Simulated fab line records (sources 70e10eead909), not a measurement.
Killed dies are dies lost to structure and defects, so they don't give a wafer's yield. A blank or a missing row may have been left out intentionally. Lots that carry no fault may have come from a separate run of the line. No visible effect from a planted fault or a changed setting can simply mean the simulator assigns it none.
What tool caused it? -- flow nand_harc -- 14 lots, 42 wafers sampled, at 4 steps of a route of 1302

WHAT THE GAUGES SHOWED, per wafer
No reading from a measuring or inspecting step in the record can be judged against a usual standard deviation.

EACH LOT AND THE TOOL THAT RAN IT (in order: tool; ch and the chambers of the sampled wafers; start)
lot,NHARC_THIN_TSV_DEGAS_53,NHARC_THIN_TSV_EXPOSE_30,NHARC_THIN_TSV_DESCUM_35,NHARC_THIN_TSV_ETCH_36
L587,"pvd_sputter-03, day 24 06:38","krf_scanner-03 ch 0, day 24 07:30","rie_diel-12 ch 0,2,3, day 24 07:49","rie_metal-02 ch 0,1, day 24 08:13"
L589,"pvd_sputter-03, day 24 07:53","krf_scanner-02 ch 0, day 24 08:52","rie_diel-02 ch 0,1,3, day 24 09:13","rie_metal-03 ch 1, day 24 09:35"
L592,"pvd_sputter-01, day 25 17:28","krf_scanner-02 ch 0, day 25 18:27","rie_diel-02 ch 2,3, day 25 18:46","rie_metal-02 ch 0,1, day 25 19:09"
L590,"pvd_sputter-02, day 25 18:50","krf_scanner-03 ch 0, day 25 19:49","rie_diel-02 ch 1,2,3, day 25 20:08","rie_metal-03 ch 0, day 25 20:43"
L594,"pvd_sputter-03, day 27 12:56","krf_scanner-02, day 27 13:55","rie_diel-12 ch 0,1,3, day 27 14:14","rie_metal-01 ch 0,1, day 27 14:37"
L596,"pvd_sputter-01, day 27 20:07","krf_scanner-01, day 27 21:07","rie_diel-02 ch 2,3, day 27 21:26","rie_metal-01 ch 0,1, day 27 21:49"
L602,"pvd_sputter-02, day 29 13:45","krf_scanner-02 ch 0, day 29 14:43","rie_diel-10 ch 0,2,3, day 29 15:03","rie_metal-01 ch 0,1, day 29 15:26"
L605,"pvd_sputter-01, day 31 07:46","krf_scanner-02 ch 0, day 31 08:49","rie_diel-02 ch 0,2,3, day 31 09:08","rie_metal-02 ch 0,1, day 31 09:31"
L604,"pvd_sputter-03, day 31 08:50","krf_scanner-02 ch 0, day 31 09:40","rie_diel-12 ch 0,1, day 31 09:59","rie_metal-01 ch 0,1, day 31 10:22"
L606,"pvd_sputter-03, day 32 07:18","krf_scanner-02 ch 0, day 32 08:19","rie_diel-10 ch 1,2,3, day 32 08:39","rie_metal-03 ch 0,1, day 32 09:01"
L610,"pvd_sputter-03, day 33 01:01","krf_scanner-03 ch 0, day 33 02:00","rie_diel-02 ch 1,2,3, day 33 02:19","rie_metal-01 ch 0,1, day 33 02:42"
L607,"pvd_sputter-02, day 33 06:04","krf_scanner-01 ch 0, day 33 07:05","rie_diel-02 ch 0,2,3, day 33 07:26","rie_metal-03 ch 0,1, day 33 07:49"
L608,"pvd_sputter-01, day 33 07:52","krf_scanner-01 ch 0, day 33 08:42","rie_diel-02 ch 0,1,2, day 33 09:07","rie_metal-02 ch 0,1, day 33 09:31"
L609,"pvd_sputter-02, day 33 15:09","krf_scanner-03 ch 0, day 33 16:07","rie_diel-12 ch 2,3, day 33 16:26","rie_metal-01 ch 0,1, day 33 16:49"
- NHARC_THIN_TSV_DEGAS_53: time 60 s.
- NHARC_THIN_TSV_EXPOSE_30: exposes mask PAD.
- NHARC_THIN_TSV_DESCUM_35: chemistry O2, time 3 s.
- NHARC_THIN_TSV_ETCH_36: etches the open film in Cl2/BCl3, target depth 65 nm, time 18.571 s.

AS READ BY THE TOOLS THEMSELVES (means over the sampled wafers that have a number; for cases with no such wafer, the mark the record gives instead)
NHARC_THIN_TSV_DEGAS_53.
lot,tool,heater_power_w (W)
L587,pvd_sputter-03,440
L589,pvd_sputter-03,444
L592,pvd_sputter-01,440
L590,pvd_sputter-02,451
L594,pvd_sputter-03,469
L596,pvd_sputter-01,439
L602,pvd_sputter-02,475
L605,pvd_sputter-01,443
L604,pvd_sputter-03,463
L606,pvd_sputter-03,483
L610,pvd_sputter-03,471
L607,pvd_sputter-02,491
L608,pvd_sputter-01,438
L609,pvd_sputter-02,465

NHARC_THIN_TSV_EXPOSE_30.
lot,tool,exposure_dose_mJ_cm2,focus_offset_nm (nm)
L587,krf_scanner-03,11.475,-0.2
L589,krf_scanner-02,11.460,0.3
L592,krf_scanner-02,11.470,0.1
L590,krf_scanner-03,11.474,0.9
L594,krf_scanner-02,-,-
L596,krf_scanner-01,-,-
L602,krf_scanner-02,11.460,-0.0
L605,krf_scanner-02,11.468,-0.2
L604,krf_scanner-02,11.471,-0.5
L606,krf_scanner-02,11.466,0.3
L610,krf_scanner-03,11.478,0.4
L607,krf_scanner-01,11.461,-0.1
L608,krf_scanner-01,11.471,0.0
L609,krf_scanner-03,11.465,-0.3

NHARC_THIN_TSV_DESCUM_35.
lot,tool,chamber_pressure_mTorr (mTorr),drypump_motor_current_A (A),oes_product_au (a.u.),rf_vpp_V (V),showerhead_plenum_p_Torr (Torr),throttle_valve_pct (%)
L587,rie_diel-12,59.98,6.0,1.003,58.2,1.88,11.298
L589,rie_diel-02,59.98,5.8,0.995,57.5,1.93,11.317
L592,rie_diel-02,60.05,5.6,0.986,57.8,1.90,11.314
L590,rie_diel-02,60.05,5.8,0.987,57.3,1.93,11.305
L594,rie_diel-12,60.02,5.8,0.995,56.9,1.85,11.317
L596,rie_diel-02,59.97,5.5,1.001,58.3,1.90,11.308
L602,rie_diel-10,59.95,5.6,0.990,56.9,1.84,11.315
L605,rie_diel-02,59.97,5.6,0.996,57.7,1.90,11.308
L604,rie_diel-12,59.99,5.4,1.002,57.6,1.82,11.310
L606,rie_diel-10,59.99,5.8,0.983,57.6,1.82,11.309
L610,rie_diel-02,60.01,5.8,1.003,58.5,1.92,11.312
L607,rie_diel-02,59.98,5.6,1.006,57.9,1.89,11.321
L608,rie_diel-02,60.00,5.7,0.994,57.6,1.91,11.305
L609,rie_diel-12,59.97,6.0,1.004,57.6,1.88,11.308

NHARC_THIN_TSV_ETCH_36.
lot,tool,chamber_pressure_mTorr (mTorr),drypump_motor_current_A (A),oes_product_au (a.u.)
L587,rie_metal-02,10.006,5.9,0.999
L589,rie_metal-03,10.005,5.4,0.997
L592,rie_metal-02,10.001,5.9,1.004
L590,rie_metal-03,9.990,5.2,1.008
L594,rie_metal-01,9.998,5.6,1.006
L596,rie_metal-01,9.991,5.6,0.997
L602,rie_metal-01,9.998,5.3,1.001
L605,rie_metal-02,10.005,5.8,0.998
L604,rie_metal-01,10.002,5.6,0.996
L606,rie_metal-03,9.995,5.3,1.010
L610,rie_metal-01,10.011,5.6,1.003
L607,rie_metal-03,9.998,5.3,1.016
L608,rie_metal-02,10.000,5.9,1.013
L609,rie_metal-01,9.993,5.3,1.006

THE ANSWER, worked out from the rows above alone
Rule: what is usual is taken from the lots themselves. Put in order of their means at a reading, lots are off if they are a third of the lots or fewer, leave a main group of 4 or more, and stand apart from it by a gap of 3 or more times the standard deviation of the main group's means; of several such gaps the widest counts. If all means in a main group match to the digits the tables above print for the reading, that group is not used. Also off: a lot with no number at a reading for which 4 or more lots have one. Where the step has rows for the other lots, those lots are counted as sound. After the gauges, taken in route order, come the tools' own readings; for these a lot's mean is taken, as printed above. At the first step where some lot is off, the reading lying furthest off is the one used; lots without a number count as furthest.
Off at NHARC_THIN_TSV_EXPOSE_30 (exposure_dose_mJ_cm2): L594, L596. Without a number there: L594, L596. Main group: mean 11.468, sd 0.0057.
A tool fits if, at that step or a process step before it, it ran every lot that is off, and no sound lot after the first of them. Of those tried, none fits.

WHAT THE SIMULATOR HAD PUT IN
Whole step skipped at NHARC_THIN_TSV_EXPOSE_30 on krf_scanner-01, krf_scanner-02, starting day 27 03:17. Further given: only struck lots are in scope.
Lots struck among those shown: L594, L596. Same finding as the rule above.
